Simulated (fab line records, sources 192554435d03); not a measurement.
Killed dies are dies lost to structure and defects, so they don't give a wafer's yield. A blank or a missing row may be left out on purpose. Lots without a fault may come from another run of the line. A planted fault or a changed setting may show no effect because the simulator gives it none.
Split-lot experiment | flow n5_finfet | 7 lots, 21 wafers read, on a route of 1938 steps

THE SPLIT
At N5_SD_ACTIVATION_LSA_01 (time 0.0008 s), the setting temp_c was moved away from the recipe's 1080 C on 10 of the 21 wafers read, by -2.4% to +2.1%. The other wafers ran this setting at the recipe's value.

The file shows no step between the split and the reading.

THE READING
RS_SD_N, in ohm/sq, at N5_SD_ACTIVATION_RS_MEAS_03 (measures by four-point-probe). Fault-free wafers of this fab line usually give 21.89 ohm/sq, standard deviation 0.28 ohm/sq.

wafer  | tool, chamber at the split | temp_c as run, C | against the recipe | RS_SD_N, ohm/sq | against lot-mates on the recipe
L074.2 | laser_anneal-02, 0         | 1080             | recipe             | 21.95           | -
L074.3 | laser_anneal-02, 0         | 1080             | recipe             | 21.67           | -
L074.6 | laser_anneal-02, 0         | 1080             | recipe             | 21.84           | -
L079.2 | laser_anneal-01, 0         | 1103             | +2.1%              | 19.29           | -2.66
L079.4 | laser_anneal-01, 0         | 1103             | +2.1%              | 19.65           | -2.30
L079.6 | laser_anneal-01, 0         | 1080             | recipe             | 21.95           | -
L084.2 | laser_anneal-01, 0         | 1058             | -2.0%              | 24.43           | no lot-mate on the recipe
L084.3 | laser_anneal-01, 0         | 1058             | -2.0%              | 24.19           | no lot-mate on the recipe
L084.6 | laser_anneal-01, 0         | 1058             | -2.0%              | 23.88           | no lot-mate on the recipe
L089.1 | laser_anneal-02, 0         | 1094             | +1.3%              | 20.40           | -1.41
L089.2 | laser_anneal-02, 0         | 1094             | +1.3%              | 20.30           | -1.51
L089.6 | laser_anneal-02, 0         | 1080             | recipe             | 21.81           | -
L091.1 | laser_anneal-02, 0         | 1080             | recipe             | 22.04           | -
L091.2 | laser_anneal-02, 0         | 1097             | +1.6%              | 20.24           | -1.73
L091.5 | laser_anneal-02, 0         | 1080             | recipe             | 21.89           | -
L092.1 | laser_anneal-01, 0         | 1080             | recipe             | 21.94           | -
L092.3 | laser_anneal-01, 0         | 1059             | -1.9%              | 24.64           | +2.59
L092.6 | laser_anneal-01, 0         | 1080             | recipe             | 22.15           | -
L096.2 | laser_anneal-01, 0         | 1080             | recipe             | 21.77           | -
L096.4 | laser_anneal-01, 0         | 1080             | recipe             | 21.60           | -
L096.5 | laser_anneal-01, 0         | 1054             | -2.4%              | 24.98           | +3.29

THE FIT
A straight line over all 21 wafers: RS_SD_N changes by -1.18 ohm/sq for each +1% of temp_c; r = -0.99; the points scatter about the line by 0.21 ohm/sq.
The same after taking each lot's own level away (the mean of its wafers on the recipe; 18 wafers): -1.24 ohm/sq for each +1%; r = -1.00; scatter 0.14 ohm/sq.
On that fit, the largest move of temp_c shifts the reading by 3 ohm/sq.
The lots' own levels span 21.685 to 22.045 ohm/sq, that is 1.3 times the standard deviation above.
So the lot-to-lot level changes the slope little: the two slopes agree.
Check: with one of the wafers moved furthest among these (-2.4%) left out of the fit, the line predicts +2.93 ohm/sq for it against its lot-mates. It came out at +3.29 ohm/sq against them.
Tool readings at the split's step, against how far the setting was moved: wafer_temp_C_max r = +1.00.

OTHER SPLITS ON THESE WAFERS
These wafers also went through other splits before the reading. Each is held against what the fit with the lots' levels taken away leaves over:
other split on the same wafers | wafers away from the commonest value | r with RS_SD_N (lot level and that fit taken away)
N5_WELL_APT_COAT_02 spin_rpm   | 6                                    | -0.25
N5_FIN_CUT_EXPOSE_05 dose_mj   | 5                                    | +0.03
N5_DUMMY_GATE_COAT_28 spin_rpm | 6                                    | +0.05
N5_SD_EPI_P_EPI_21 time_s      | 12                                   | +0.03

THE WHOLE CHAIN: every reading that the file lists as answering this split, in the file's order
step                        | what it does                 | reading          | change (the file's fit)              | r (the file's)
N5_SD_ACTIVATION_LSA_01     | time 0.0008 s                | wafer_temp_C_max | withheld for each +1% of the setting | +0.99
N5_SD_ACTIVATION_RS_MEAS_03 | measures by four-point-probe | RS_SD_N          | -1.25 for each +1% of the setting    | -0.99

THE FILE'S OWN FIT
RS_SD_N changes by -1.25 ohm/sq for each +1% of temp_c, r = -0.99.
